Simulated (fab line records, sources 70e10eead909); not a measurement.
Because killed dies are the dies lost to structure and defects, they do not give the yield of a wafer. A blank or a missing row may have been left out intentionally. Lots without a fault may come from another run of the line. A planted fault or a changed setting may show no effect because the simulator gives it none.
3 desks, one fault | flow nand harc | what lay behind the numbers comes last; until then each desk has only its own

THE DEFECT DESK
Inspection counts along the route, by lot: the mean over sampled wafers that carry a number. If a lot's mean is further than 4 standard deviations from the usual mean, the lot is out of limits and carries the mark OUT (the distance appears in the brackets).
Columns: A = raw defect count at NHARC_A_BLC_INSPECT_28, usual 538
lot  | first seen here | A
L332 | day 22 14:26    | 506
L333 | day 23 06:12    | 553
L335 | day 24 07:34    | 580
L336 | day 25 00:17    | 596
L338 | day 25 23:03    | 555
L347 | day 29 01:41    | 678
L346 | day 29 03:04    | 536
L345 | day 29 18:46    | 581
L351 | day 30 10:18    | 562
L349 | day 30 12:36    | 453
L350 | day 31 15:10    | 563
L353 | day 31 17:14    | 528
L354 | day 32 08:12    | 519
Result from this desk: across the 13 lots, nothing is out of limits.

AT THE METROLOGY DESK
Means of the sampled wafers that have a number, per lot and without regard to the tool the lot ran on: this is what the gauges read. If a lot's mean is further than 4 standard deviations from the usual mean, the lot is out of limits and carries the mark OUT (the distance appears in the brackets).
Columns: A = overlay x nm at NHARC_A_BLC_OVL_MEAS_11, usual 0.2 nm; B = overlay y nm at NHARC_A_BLC_OVL_MEAS_11, usual -0.1 nm
lot  | first seen here | A    | B
L332 | day 22 11:23    | 1.7  | 0.8
L333 | day 23 03:03    | 0.2  | 0.2
L335 | day 24 04:31    | -0.6 | -1.2
L336 | day 24 21:15    | 2.0  | 0.0
L338 | day 25 19:50    | 0.2  | 0.2
L347 | day 28 22:35    | -0.5 | -0.1
L346 | day 29 00:01    | -0.5 | -0.1
L345 | day 29 15:43    | 0.7  | -0.4
L351 | day 30 07:14    | 0.5  | 0.4
L349 | day 30 09:13    | 0.6  | 0.5
L350 | day 31 11:52    | -1.5 | -0.2
L353 | day 31 13:45    | -0.2 | 0.4
L354 | day 32 05:10    | -1.3 | -1.1
Result from this desk: across the 13 lots, nothing is out of limits.

THE TOOL OWNER'S DESK: litho track-01
The tool's own readings at NHARC_A_M0_SOFTBAKE_04 (time 55 s): means of the sampled wafers that have a number, for each lot that ran on this tool. If a lot's mean is further than 4 standard deviations from the usual mean, the lot is out of limits and carries the mark OUT (the distance appears in the brackets).
Columns: A = heater power total W at NHARC_A_M0_SOFTBAKE_04, usual 188.45 W
lot  | first seen here | A
L333 | day 23 06:00    | 188.38
L335 | day 24 08:00    | 188.50
L336 | day 25 00:00    | 233.30 (+99 or more) OUT
L338 | day 25 23:00    | 233.56 (+99 or more) OUT
L346 | day 29 03:00    | 188.47
L345 | day 29 19:00    | 188.66
L351 | day 30 10:00    | 188.40
L350 | day 31 15:00    | 188.42
This desk's finding: out of limits on L336, L338; first on L336, day 25 00:00 (heater power total W at NHARC_A_M0_SOFTBAKE_04). L333, L335, L346, L345, L351, L350 stayed within limits.

BROUGHT TOGETHER
The tool owner's desk had the chance to raise an alarm at day 25 00:00 on L336, L338.
Nothing the defect desk looked at was out of limits.
Nothing out of limits was seen by the metrology desk.
The defect desk has L336, L338 on record, within its limits.
The metrology desk has L336, L338 on record, within its limits.
On litho track-01, each named lot ran NHARC_A_M0_SOFTBAKE_04.

WHAT HAD BEEN PUT IN BY THE SIMULATOR
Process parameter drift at NHARC_A_M0_SOFTBAKE_04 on litho track-01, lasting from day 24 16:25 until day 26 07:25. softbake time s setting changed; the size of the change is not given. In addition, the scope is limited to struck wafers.
Shown lots that were struck: L336, L338.
Each desk's first reading out of limits, in hours after the fault started: the tool owner's desk, 8.
